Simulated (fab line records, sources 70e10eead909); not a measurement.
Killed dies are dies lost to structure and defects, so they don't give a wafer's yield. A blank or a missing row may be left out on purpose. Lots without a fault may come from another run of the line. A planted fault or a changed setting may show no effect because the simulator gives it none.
Tool commonality check | flow nand_harc | 4 lots, 10 wafers sampled

WHY IT WAS OPENED
At NHARC_END_SORT_01 the reading killed_at_array is flagged on 2 of 4 lots. Wafers without a fault read 31, standard deviation 12.
Rule: a lot is flagged when every wafer of it that has a number lies more than 4 standard deviations from that mean, or none has a number. The other lots count as sound.

lot  | measured     | on        | killed_at_array, wafer by wafer | flag
L157 | day 22 04:41 | prober-01 | 675 673 676                     | FLAGGED
L159 | day 22 05:32 | prober-02 | 671 676 673                     | FLAGGED
L170 | day 24 23:37 | prober-02 | 26 22 20                        |
L169 | day 25 07:42 | prober-01 | 41                              |
The numbers of the flagged lots are 674 on average: +643 against the usual, or +54 standard deviations.

WHICH TOOL RAN EACH LOT
The record holds 4 process steps before the reading, out of a route of 1159 steps. In each cell: the tool, then ch and the chambers that the sampled wafers went through, then the start.
lot  | flag    | NHARC_A_SLIT_ETCH_17             | NHARC_A_WL_FILL_ETCHBACK_05       | NHARC_A_WL_FILL_ALD_10           | NHARC_A_WL_FILL_CMP_12
L157 | FLAGGED | har_etch-02 ch 0,1, day 17 02:16 | rie_metal-01 ch 0,1, day 17 17:53 | ald_hk-04 ch 1,2,3, day 18 00:55 | cmp-03 ch 0,1,2, day 18 16:40
L159 | FLAGGED | har_etch-01 ch 0,1, day 17 03:55 | rie_metal-03 ch 0,1, day 17 20:41 | ald_hk-01 ch 0,1,2, day 18 02:27 | cmp-04 ch 0,1,2, day 18 16:36
L170 |         | har_etch-01 ch 0,1, day 20 03:58 | rie_metal-01 ch 0,1, day 20 18:23 | ald_hk-03 ch 0,1,3, day 21 03:49 | cmp-02 ch 2,3, day 21 18:07
L169 |         | har_etch-02 ch 0,1, day 20 04:47 | rie_metal-02 ch 0,1, day 20 22:01 | ald_hk-01 ch 0,1,2, day 21 03:22 | cmp-02 ch 0,1,3, day 21 18:46
What these steps do:
- NHARC_A_SLIT_ETCH_17: etches the open film in C4F8/O2/Ar, time 1687.5 s, target depth 10100 nm.
- NHARC_A_WL_FILL_ETCHBACK_05: etches the open film in Cl2/BCl3, target depth 22 nm, time 60 s.
- NHARC_A_WL_FILL_ALD_10: deposits SiO2, target thk 50 nm, pulse time 10 s, ald cycles 500.
- NHARC_A_WL_FILL_CMP_12: polishes, t overpolish 30 s, target thk 75 nm.
- NHARC_END_SORT_01

FLAGGED OVER TOTAL, TOOL BY TOOL (the gauges that took the reading come last)
step                        | tool         | lots run | flagged | share of the flagged lots | sound lots run after its first flagged lot
NHARC_A_SLIT_ETCH_17        | har_etch-01  | 2        | 1       | some                      | 1 (L170)
NHARC_A_SLIT_ETCH_17        | har_etch-02  | 2        | 1       | some                      | 1 (L169)
NHARC_A_WL_FILL_ETCHBACK_05 | rie_metal-01 | 2        | 1       | some                      | 1 (L170)
NHARC_A_WL_FILL_ETCHBACK_05 | rie_metal-02 | 1        | 0       | none                      | -
NHARC_A_WL_FILL_ETCHBACK_05 | rie_metal-03 | 1        | 1       | some                      | 0
NHARC_A_WL_FILL_ALD_10      | ald_hk-01    | 2        | 1       | some                      | 1 (L169)
NHARC_A_WL_FILL_ALD_10      | ald_hk-03    | 1        | 0       | none                      | -
NHARC_A_WL_FILL_ALD_10      | ald_hk-04    | 1        | 1       | some                      | 0
NHARC_A_WL_FILL_CMP_12      | cmp-02       | 2        | 0       | none                      | -
NHARC_A_WL_FILL_CMP_12      | cmp-03       | 1        | 1       | some                      | 0
NHARC_A_WL_FILL_CMP_12      | cmp-04       | 1        | 1       | some                      | 0
NHARC_END_SORT_01           | prober-01    | 2        | 1       | some                      | 1 (L169)
NHARC_END_SORT_01           | prober-02    | 2        | 1       | some                      | 1 (L170)

WHAT THE TABLE ALLOWS
No row of the table ran every flagged lot.

WHAT THE SIMULATOR HAD PUT IN
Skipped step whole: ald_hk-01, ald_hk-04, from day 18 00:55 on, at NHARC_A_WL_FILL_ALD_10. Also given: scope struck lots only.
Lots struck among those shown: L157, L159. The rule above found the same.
